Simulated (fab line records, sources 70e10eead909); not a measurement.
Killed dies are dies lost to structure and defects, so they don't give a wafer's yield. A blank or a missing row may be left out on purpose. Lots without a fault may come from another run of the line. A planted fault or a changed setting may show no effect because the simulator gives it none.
Chamber matching | flow nand_harc | NHARC_A_CONTACT_ALD_18 on ald_metal-01: 4 sister chambers
The step deposits TiN, target thk 3 nm, pulse time 1 s, ald cycles 150. 16 wafers are shown with their chamber, then 8 later ones without.

WAFERS WITH THEIR CHAMBER
wafer  | chamber | heater_power_w (W) | precursor_pulse_height_rel
L077.3 | 0       | 985                | 0.999
L077.4 | 3       | 1128               | 0.987
L077.6 | 2       | 923                | 1.015
L080.1 | 3       | 1171               | 1.008
L080.2 | 0       | 1000               | 0.955
L080.3 | 2       | 911                | 1.010
L081.1 | 1       | 1167               | 1.008
L081.4 | 0       | 1014               | 0.965
L081.6 | 3       | 1142               | 1.031
L084.1 | 1       | 1118               | 1.017
L084.4 | 0       | 999                | 1.021
L084.6 | 1       | 1151               | 0.997
L088.3 | 2       | 847                | 1.008
L088.4 | 1       | 1220               | 0.985
L088.5 | 2       | 851                | 1.030
L090.1 | 2       | 874                | 0.993

SIGNATURES (means of the wafers above)
reading                    | chamber 0 | chamber 1 | chamber 2 | chamber 3 | scatter within a chamber
heater_power_w             | 999.50    | 1164.00   | 881.20    | 1147.00   | 31.1
precursor_pulse_height_rel | 0.98500   | 1.00175   | 1.01120   | 1.00867   | 0.0205
Rule: a wafer's distance from a chamber is the root of the sum, over the readings, of the square of ((its reading less the chamber's mean) divided by the reading's scatter). The wafer belongs to the nearest chamber; if the next one is less than 2 further off, it can't be placed. The scatter: the root of (the sum of the squares of (reading less its chamber's mean) over the shown wafers, divided by (wafers less chambers)).

WAFERS WITHOUT THEIR CHAMBER
wafer  | heater_power_w (W) | precursor_pulse_height_rel
L090.3 | 993                | 1.022
L090.6 | 1213               | 1.025
L091.2 | 983                | 0.972
L091.4 | 1160               | 1.048
L091.6 | 1206               | 0.994
L097.3 | 988                | 0.986
L097.4 | 1182               | 1.009
L097.6 | 1016               | 0.988

WHICH CHAMBER EACH WENT THROUGH
wafer  | from the rows above     | in truth
L090.3 | can't be placed: 0 or 2 | 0
L090.6 | can't be placed: 1 or 3 | 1
L091.2 | 0                       | 0
L091.4 | can't be placed: 3 or 1 | 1
L091.6 | can't be placed: 1 or 3 | 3
L097.3 | 0                       | 0
L097.4 | can't be placed: 1 or 3 | 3
L097.6 | 0                       | 0
Placed correctly: 3 of 8. Can't be placed from these rows: 5 (the true chamber is among the candidates in 5). Placed wrongly: 0.
